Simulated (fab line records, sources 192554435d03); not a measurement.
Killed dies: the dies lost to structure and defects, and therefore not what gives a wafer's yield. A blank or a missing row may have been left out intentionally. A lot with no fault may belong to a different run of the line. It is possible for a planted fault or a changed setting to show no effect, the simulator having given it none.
Split-lot trial + flow n5Finfet + on a route of 1938 steps: 7 lots, 21 wafers read

ON THE SPLIT
At N5_PASSIVATION_PECVD_00 (deposits SiO2 from SiH4/N2O, target thk 200 nm, time 11.2 s), the setting timeS was moved away from the recipe's 11.2 s on 8 of the 21 wafers read, by -5.9% to +12.9%. For the rest of the wafers, this setting stayed at what the recipe calls for.

The split's own step is where the reading is taken.

THE READING
SiO2_of_PASSIVATION_PECVD_00.thkNm (the simulator's own value, which no gauge read), in nm, at N5_PASSIVATION_PECVD_00 (deposits SiO2 from SiH4/N2O, target thk 200 nm, time 11.2 s). There is no usual value for it anywhere in the file. Average 200.6 nm, standard deviation 3.1 nm, over the 13 wafers here run with the recipe.

| wafer  | tool, chamber at the split | timeS as run, s | against the recipe | SiO2_of_PASSIVATION_PECVD_00.thkNm, nm | against lot-mates on the recipe |
|--------|----------------------------|-----------------|--------------------|----------------------------------------|---------------------------------|
| L082.1 | pecvd-03, 1                | 12.64           | +12.9%             | 223.4                                  | +23.8                           |
| L082.2 | pecvd-03, 0                | 12.64           | +12.9%             | 224                                    | +24.4                           |
| L082.3 | pecvd-03, 2                | 11.2            | recipe             | 199.6                                  | -                               |
| L083.4 | pecvd-03, 0                | 12.29           | +9.7%              | 220                                    | +19.2                           |
| L083.5 | pecvd-03, 1                | 12.29           | +9.7%              | 221                                    | +20.2                           |
| L083.6 | pecvd-03, 2                | 11.2            | recipe             | 200.8                                  | -                               |
| L087.2 | pecvd-03, 0                | 11.2            | recipe             | 195.2                                  | -                               |
| L087.5 | pecvd-03, 2                | 10.54           | -5.9%              | 189                                    | -8.4                            |
| L087.6 | pecvd-03, 1                | 11.2            | recipe             | 199.6                                  | -                               |
| L088.2 | pecvd-04, 2                | 11.2            | recipe             | 203.6                                  | -                               |
| L088.5 | pecvd-04, 1                | 11.2            | recipe             | 205.2                                  | -                               |
| L088.6 | pecvd-04, 0                | 11.2            | recipe             | 205                                    | -                               |
| L089.1 | pecvd-03, 0                | 12.26           | +9.5%              | 216.4                                  | +13.4                           |
| L089.5 | pecvd-03, 2                | 12.26           | +9.5%              | 222.2                                  | +19.2                           |
| L089.6 | pecvd-03, 1                | 11.2            | recipe             | 203                                    | -                               |
| L094.1 | pecvd-03, 2                | 11.2            | recipe             | 198.6                                  | -                               |
| L094.4 | pecvd-03, 1                | 11.2            | recipe             | 200                                    | -                               |
| L094.5 | pecvd-03, 0                | 12.36           | +10.4%             | 221.6                                  | +22.3                           |
| L093.1 | pecvd-04, 0                | 11.2            | recipe             | 196.6                                  | -                               |
| L093.3 | pecvd-04, 2                | 11.2            | recipe             | 197.8                                  | -                               |
| L093.5 | pecvd-04, 2                | 11.2            | recipe             | 203.2                                  | -                               |

THE FIT
A straight line over all 21 wafers: SiO2_of_PASSIVATION_PECVD_00.thkNm changes by +1.92 nm for each +1% of timeS; r = +0.97; the points scatter about the line by 2.8 nm.
The same after taking each lot's own level away (the mean of its wafers on the recipe; 21 wafers): +1.87 nm for each +1%; r = +0.98; scatter 2 nm.
That fit puts the effect of the largest move of timeS on the reading at 24 nm.
The span of the lots' own levels, 197.40 to 204.60 nm, comes to 2.4 times the standard deviation stated above.
Consequently the slope shifts little with the lot-to-lot level, the two slopes agreeing.
Check: for one of the wafers moved furthest among these (+12.9%), held out of the fit, the line's prediction against its lot-mates is +24.4 nm. Against them it came out at +23.8 nm.

THESE WAFERS: OTHER SPLITS
Note: prior to the reading, these wafers also went through further splits. Each is held against what the fit with the lots' levels taken away leaves over:
| other split on the same wafers | wafers away from the commonest value | r with SiO2_of_PASSIVATION_PECVD_00.thkNm (lot level and that fit taken away) |
|--------------------------------|--------------------------------------|-------------------------------------------------------------------------------|
| N5_BEOL_M13_EXPOSE_25 doseMj   | 7                                    | -0.04                                                                         |
| N5_BEOL_M13_DESCUM_33 timeS    | 5                                    | +0.09                                                                         |
| N5_BEOL_M14_DEP_53 timeS       | 7                                    | +0.34                                                                         |
| N5_BEOL_M15_ILD_DEP_00 timeS   | 7                                    | +0.10                                                                         |

FILE'S OWN FIT
SiO2_of_PASSIVATION_PECVD_00.thkNm changes by +1.9 nm for each +1% of timeS, r = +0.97.
